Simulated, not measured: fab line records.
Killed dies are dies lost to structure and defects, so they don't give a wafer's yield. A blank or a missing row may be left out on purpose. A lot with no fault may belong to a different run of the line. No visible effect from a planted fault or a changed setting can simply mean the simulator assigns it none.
Chamber matching -- flow n5 finfet -- N5_MIM_BOT_LITHO_DESCUM_10 on rie diel-04: 4 sister chambers
The step chemistry O2, time 7.9 s. 8 wafers are shown with their chamber, then 12 later ones without.

## EACH WAFER AND ITS CHAMBER
wafer,chamber,drypump motor current A (A),showerhead plenum p Torr (Torr)
L084.3,3,5.7,2.06
L086.2,2,6.4,1.97
L087.2,0,6.2,2.01
L087.3,1,5.4,2.10
L087.6,3,5.7,2.06
L092.2,1,5.4,2.09
L092.4,2,6.4,1.97
L092.6,0,6.1,2.01

## WAFERS WHOSE CHAMBER IS MISSING
wafer,drypump motor current A (A),showerhead plenum p Torr (Torr)
L093.1,5.7,2.06
L093.5,5.4,2.09
L093.6,6.2,2.01
L094.2,6.1,2.01
L094.3,5.4,2.09
L094.5,6.4,1.97
L095.1,5.6,2.06
L095.2,5.4,2.09
L095.4,5.4,2.09
L097.2,5.7,2.05
L097.3,6.4,2.23
L097.6,5.6,2.05

## WHICH CHAMBER EACH ONE RAN IN
wafer,from the rows above,in truth
L093.1,3,3
L093.5,1,1
L093.6,0,0
L094.2,0,0
L094.3,1,1
L094.5,2,2
L095.1,3,3
L095.2,1,1
L095.4,1,1
L097.2,3,3
L097.3,1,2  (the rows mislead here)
L097.6,3,3
Correctly placed: 11 of 12. Can't be placed from these rows: 0. Number placed wrongly: 1.
How it was worked out, from the rows above alone: a wafer's distance from a chamber is the root of the sum, over the readings, of the square of ((its reading less the chamber's mean) divided by the reading's scatter). The wafer belongs to the nearest chamber; if the next one is less than 2 further off, it can't be placed. The mean given for a chamber averages the wafers shown for that chamber. How the scatter is found: for the shown wafers, subtract from each reading the mean of its chamber, square and add these, divide the total by (wafers less chambers), then take the root.
